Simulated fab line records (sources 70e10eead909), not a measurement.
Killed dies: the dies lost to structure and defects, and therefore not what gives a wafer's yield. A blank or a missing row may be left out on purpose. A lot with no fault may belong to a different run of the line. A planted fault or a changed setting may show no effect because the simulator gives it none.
A lot that was struck, set against a sound lot | flow nand harc | 15 out of 1159 route steps
Sound: these wafers, L661.3, L661.4, L661.6. Struck: wafers L649.1, L649.4, L649.5. Last of all comes the cause.
Order at every step that has rows: each side's tool, ch and its chambers, its first start. Under that, the readings that differ: sound wafers | struck wafers | difference of the means | sigmas: that difference in standard deviations of wafers without a fault.
alike: readings whose means differ by less than 2 such deviations, and words and numbers that are the same on both sides. not compared: withheld readings, readings that some wafer has no value for, bounds like >300 that may hide the same value, and numbers for which the record gives no deviation and whose values overlap.
The two part at a step that has a row with sigmas, a row that says differs or no value, or rows on one side only. Numbers that don't overlap but have no deviation are shown without sigmas and don't part them. Lack of a reading on every wafer of one side parts them only where that side has two or more wafers.

first, 4 steps without rows for these wafers: NHARC_THIN_TSV_EBR_29; NHARC_THIN_TSV_EXPOSE_30 (exposes mask PAD); NHARC_THIN_TSV_PEB_31 (peb time 85 s); NHARC_THIN_TSV_DEVELOP_32 (time 70 s).
NHARC_THIN_TSV_CD_MEAS_33 targets a cd of 5000 nm.
  sound on cd sem-02 ch 0, day 22 22:18; struck on cd sem-01 ch 0, day 20 06:01
  reading    | sound                | struck               | difference | sigmas
  cd nm (nm) | 5000.3 5003.9 5001.4 | 4998.4 4996.3 4995.3 | -5.2       | -2
then, 1 step without rows for these wafers: NHARC_THIN_TSV_HARDBAKE_34 (time 80 s).
NHARC_THIN_TSV_DESCUM_35: chemistry O2, time 3 s.
  sound on rie diel-01 ch 0,1,2, day 22 22:29; struck on rie diel-06 ch 0,1,2, day 20 06:12
  alike: drypump motor current A, o2 flow sccm, oes product au, rf vpp V, showerhead plenum p Torr, throttle valve pct
  not compared: rf hours counter h
NHARC_THIN_TSV_ETCH_59: etches the open film in Cl2/BCl3, target depth 880 nm, time 138.1 s.
  sound on rie metal-03 ch 0,1, day 22 22:39; struck on rie metal-02 ch 0,1, day 20 06:19
  alike: drypump motor current A, oes product au, throttle valve pct
  not compared: rf hours counter h
NHARC_THIN_TSV_ETCH_36: etches the open film in Cl2/BCl3, target depth 65 nm, time 18.571 s.
  sound on rie metal-03 ch 0,1, day 22 22:51; struck on rie metal-02 ch 0,1, day 20 06:35
  alike: drypump motor current A, oes product au
  not compared: rf hours counter h
NHARC_THIN_TSV_STRIP_56: strips in O2.
  sound on plasma asher-01 ch 0,1, day 22 23:02; struck on plasma asher-02 ch 0,1, day 20 06:45
  alike: drypump motor current A, heater power w, temp c
  not compared: rf hours counter h
then, 1 step without rows for these wafers: NHARC_THIN_TSV_STRIP_57 (strips in post etch residue remover, time 1200 s).
NHARC_THIN_TSV_CD_MEAS_37:
  sound: cd sem-01 at day 22 23:44; struck: cd sem-02 at day 20 07:29
  alike: cd nm
NHARC_THIN_TSV_ANNEAL_58: time 1800 s.
  struck on furnace-02, day 20 10:37; sound on furnace-04 ch 0, day 23 03:28
  no value came back on the struck wafers for any of 5 readings (run length s (s), spike tc bottom C (C) and others); on the sound wafers run length s (s) reads 1809 1809 1809
NHARC_THIN_TSV_INSPECT_40:
  sound: defect inspect-02 at day 23 04:53; struck: defect inspect-01 at day 20 12:02
  alike: raw defect count
NHARC_END_SORT_01:
  sound on prober-02 ch 0, day 23 10:01; struck on prober-01 ch 0, day 20 15:07
  alike: defect limited yield, killed at array, killed at other, killed at periphery, killed dies, killed open, killed short, sort_bin_2_pct, sort_bin_3_pct, sort_bin_4_pct, sort n pass, sort rim yield pct, sort yield pct

## WHERE THEY PART
First at NHARC_THIN_TSV_CD_MEAS_33; last, within this record, at NHARC_THIN_TSV_ANNEAL_58. Later steps at which nothing parts them and some readings are alike: NHARC_THIN_TSV_INSPECT_40, NHARC_END_SORT_01.

WHY: whatever the simulator had introduced
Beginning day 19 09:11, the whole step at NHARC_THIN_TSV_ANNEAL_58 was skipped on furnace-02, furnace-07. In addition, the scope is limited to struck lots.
